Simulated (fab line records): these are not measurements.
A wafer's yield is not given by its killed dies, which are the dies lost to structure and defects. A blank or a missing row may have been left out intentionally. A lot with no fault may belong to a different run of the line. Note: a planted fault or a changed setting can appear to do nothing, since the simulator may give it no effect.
Matching of chambers | flow n5_finfet | 3 sister chambers for N5_BEOL_M8_DEP_56 on pecvd-02
The step deposits SiCN from 3MS/NH3, target thk 10 nm, time 17.5 s. 3 wafers are shown with their chamber, then 10 later ones without.

== WAFERS WITH THEIR CHAMBER ==
wafer  | chamber | showerhead_plenum_p_Torr (Torr)
L081.4 | 1       | 3.633
L087.1 | 0       | 3.657
L087.4 | 2       | 3.667

== WAFERS MISSING THEIR CHAMBER ==
wafer  | showerhead_plenum_p_Torr (Torr)
L087.5 | 3.640
L093.1 | 3.668
L093.2 | 3.667
L093.6 | 3.666
L095.1 | 3.670
L095.3 | 3.663
L095.4 | 3.667
L097.2 | 3.671
L097.3 | 3.657
L097.5 | 3.645

== WHICH CHAMBER EACH ONE RAN IN ==
wafer  | from the rows above     | in truth
L087.5 | 1                       | 1
L093.1 | 2                       | 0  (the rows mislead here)
L093.2 | 2                       | 2
L093.6 | can't be placed: 2 or 0 | 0
L095.1 | 2                       | 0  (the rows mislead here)
L095.3 | can't be placed: 2 or 0 | 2
L095.4 | 2                       | 2
L097.2 | 2                       | 2
L097.3 | 0                       | 0
L097.5 | can't be placed: 0 or 1 | 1
5 of 10 placed correctly. Can't be placed from these rows: 3 (the true chamber is among the candidates in 3). 2 placed wrongly.
How it was worked out, from the rows above alone: a wafer's distance from a chamber is the root of the sum, over the readings, of the square of ((its reading less the chamber's mean) divided by the reading's scatter). The wafer belongs to the nearest chamber; if the next one is less than 2 further off, it can't be placed. A chamber's mean is the mean of its shown wafers. The scatter (one wafer shown for each chamber): square how far every hidden wafer sits from the nearest shown wafer, average those squares and take the square root.
